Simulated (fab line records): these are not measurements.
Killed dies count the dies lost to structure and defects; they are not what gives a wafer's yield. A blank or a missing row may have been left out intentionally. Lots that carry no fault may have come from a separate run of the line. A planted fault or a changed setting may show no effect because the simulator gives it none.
Split-lot experiment :: flow n5Finfet :: on a route of 1938 steps: 7 lots, 21 wafers read

THE SPLIT
At N5_MOL_CONTACT_COAG_VIA_ETCH_117 (etches SiO2 in C4F6/O2, target depth 40 nm, overetch 8 nm, time 26 s), the setting biasW was moved away from the recipe's 455 W on 9 of the 21 wafers read, by -13.9% to +16.4%. For the rest of the wafers, this setting stayed at what the recipe calls for.

The reading comes from the split's own step.

THE READING
rfVppV, in V, at N5_MOL_CONTACT_COAG_VIA_ETCH_117 (etches SiO2 in C4F6/O2, target depth 40 nm, overetch 8 nm, time 26 s). A value of 1594 V with a standard deviation of 15 V is what fault-free wafers of this fab line usually give.

wafer: L078.1
tool, chamber at the split: rieDiel-05, 1
biasW as run, W: 510
against the recipe: +12.1%
rfVppV, V: 1718
against lot-mates on the recipe: +120

wafer: L078.3
tool, chamber at the split: rieDiel-05, 3
biasW as run, W: 455
against the recipe: recipe
rfVppV, V: 1598
against lot-mates on the recipe: -

wafer: L078.6
tool, chamber at the split: rieDiel-05, 1
biasW as run, W: 510
against the recipe: +12.1%
rfVppV, V: 1718
against lot-mates on the recipe: +120

wafer: L083.1
tool, chamber at the split: rieDiel-02, 1
biasW as run, W: 455
against the recipe: recipe
rfVppV, V: 1575
against lot-mates on the recipe: -

wafer: L083.2
tool, chamber at the split: rieDiel-02, 3
biasW as run, W: 455
against the recipe: recipe
rfVppV, V: 1612
against lot-mates on the recipe: -

wafer: L083.6
tool, chamber at the split: rieDiel-02, 3
biasW as run, W: 455
against the recipe: recipe
rfVppV, V: 1613
against lot-mates on the recipe: -

wafer: L088.4
tool, chamber at the split: rieDiel-03, 1
biasW as run, W: 408.1
against the recipe: -10.3%
rfVppV, V: 1474
against lot-mates on the recipe: -126

wafer: L088.5
tool, chamber at the split: rieDiel-03, 1
biasW as run, W: 455
against the recipe: recipe
rfVppV, V: 1600
against lot-mates on the recipe: -

wafer: L088.6
tool, chamber at the split: rieDiel-03, 2
biasW as run, W: 408.1
against the recipe: -10.3%
rfVppV, V: 1466
against lot-mates on the recipe: -134

wafer: L089.1
tool, chamber at the split: rieDiel-03, 2
biasW as run, W: 391.8
against the recipe: -13.9%
rfVppV, V: 1421
against lot-mates on the recipe: -169

wafer: L089.3
tool, chamber at the split: rieDiel-03, 3
biasW as run, W: 391.8
against the recipe: -13.9%
rfVppV, V: 1400
against lot-mates on the recipe: -190

wafer: L089.5
tool, chamber at the split: rieDiel-03, 2
biasW as run, W: 455
against the recipe: recipe
rfVppV, V: 1590
against lot-mates on the recipe: -

wafer: L093.1
tool, chamber at the split: rieDiel-02, 3
biasW as run, W: 455
against the recipe: recipe
rfVppV, V: 1611
against lot-mates on the recipe: -

wafer: L093.3
tool, chamber at the split: rieDiel-02, 1
biasW as run, W: 455
against the recipe: recipe
rfVppV, V: 1575
against lot-mates on the recipe: -

wafer: L093.6
tool, chamber at the split: rieDiel-02, 0
biasW as run, W: 506.3
against the recipe: +11.3%
rfVppV, V: 1755
against lot-mates on the recipe: +162

wafer: L094.1
tool, chamber at the split: rieDiel-05, 1
biasW as run, W: 455
against the recipe: recipe
rfVppV, V: 1576
against lot-mates on the recipe: -

wafer: L094.2
tool, chamber at the split: rieDiel-05, 3
biasW as run, W: 455
against the recipe: recipe
rfVppV, V: 1599
against lot-mates on the recipe: -

wafer: L094.5
tool, chamber at the split: rieDiel-05, 1
biasW as run, W: 455
against the recipe: recipe
rfVppV, V: 1577
against lot-mates on the recipe: -

wafer: L096.1
tool, chamber at the split: rieDiel-05, 0
biasW as run, W: 455
against the recipe: recipe
rfVppV, V: 1600
against lot-mates on the recipe: -

wafer: L096.2
tool, chamber at the split: rieDiel-05, 1
biasW as run, W: 529.7
against the recipe: +16.4%
rfVppV, V: 1765
against lot-mates on the recipe: +165

wafer: L096.5
tool, chamber at the split: rieDiel-05, 0
biasW as run, W: 529.7
against the recipe: +16.4%
rfVppV, V: 1791
against lot-mates on the recipe: +191

FIT RESULTS
A straight line over all 21 wafers: rfVppV changes by +11.9 V for each +1% of biasW; r = +0.99; the points scatter about the line by 17 V.
The same after taking each lot's own level away (the mean of its wafers on the recipe; 21 wafers): +11.8 V for each +1%; r = +0.99; scatter 16 V.
According to that fit, moving biasW by its largest amount changes the reading by 1.9e+02 V.
The lots' own levels span 1584.0 to 1600.0 V, that is 1.1 times the standard deviation above.
The two slopes are in agreement: the lot-to-lot level therefore moves the slope only a little.
Check: with one of the wafers moved furthest among these (+16.4%) left out of the fit, the line predicts +195 V for it against its lot-mates. It came out at +165 V against them.
Tool readings at the split's step, against how far the setting was moved: rfVppV r = +0.99.

OTHER SPLITS APPLIED TO THESE WAFERS
Other splits were also applied to these wafers ahead of the reading. Each is held against what the fit with the lots' levels taken away leaves over:
other split on the same wafers: N5_MOL_CONTACT_COAG_ALD_133 aldCycles
wafers away from the commonest value: 4
r with rfVppV (lot level and that fit taken away): +0.13

THE FILE'S OWN FIT
rfVppV changes by +11.9 V for each +1% of biasW, r = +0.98.
